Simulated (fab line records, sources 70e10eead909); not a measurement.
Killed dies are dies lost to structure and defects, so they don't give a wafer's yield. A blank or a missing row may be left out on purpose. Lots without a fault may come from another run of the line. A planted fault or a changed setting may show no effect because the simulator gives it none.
Chamber matching | flow nand_harc | NHARC_A_STAIRCASE_DESCUM_219 on rie_diel-08: 4 sister chambers
The step chemistry O2, time 3 s. 8 wafers are shown with their chamber, then 9 later ones without.

WAFERS WITH THEIR CHAMBER
wafer  | chamber | showerhead_plenum_p_Torr (Torr) | drypump_motor_current_A (A)
L076.2 | 2       | 1.95                            | 6.2
L078.2 | 2       | 1.95                            | 6.3
L080.1 | 1       | 1.85                            | 6.0
L080.2 | 3       | 1.82                            | 6.5
L080.3 | 0       | 1.92                            | 6.2
L084.1 | 3       | 1.82                            | 6.5
L084.4 | 1       | 1.85                            | 6.1
L084.5 | 0       | 1.91                            | 6.2

WAFERS WITHOUT THEIR CHAMBER
wafer  | showerhead_plenum_p_Torr (Torr) | drypump_motor_current_A (A)
L085.1 | 1.94                            | 6.3
L085.2 | 1.91                            | 6.2
L085.4 | 1.82                            | 6.5
L087.3 | 1.82                            | 6.5
L087.5 | 1.82                            | 6.5
L087.6 | 1.94                            | 6.3
L094.1 | 1.85                            | 6.0
L094.2 | 1.94                            | 6.2
L094.3 | 1.82                            | 6.5

WHICH CHAMBER EACH WENT THROUGH
wafer  | from the rows above | in truth
L085.1 | 2                   | 2
L085.2 | 0                   | 0
L085.4 | 3                   | 3
L087.3 | 3                   | 3
L087.5 | 3                   | 3
L087.6 | 2                   | 2
L094.1 | 1                   | 1
L094.2 | 2                   | 2
L094.3 | 3                   | 3
Placed correctly: 9 of 9. Can't be placed from these rows: 0. Placed wrongly: 0.
How it was worked out, from the rows above alone: a wafer's distance from a chamber is the root of the sum, over the readings, of the square of ((its reading less the chamber's mean) divided by the reading's scatter). The wafer belongs to the nearest chamber; if the next one is less than 2 further off, it can't be placed. A chamber's mean is the mean of its shown wafers. The scatter: the root of (the sum of the squares of (reading less its chamber's mean) over the shown wafers, divided by (wafers less chambers)).
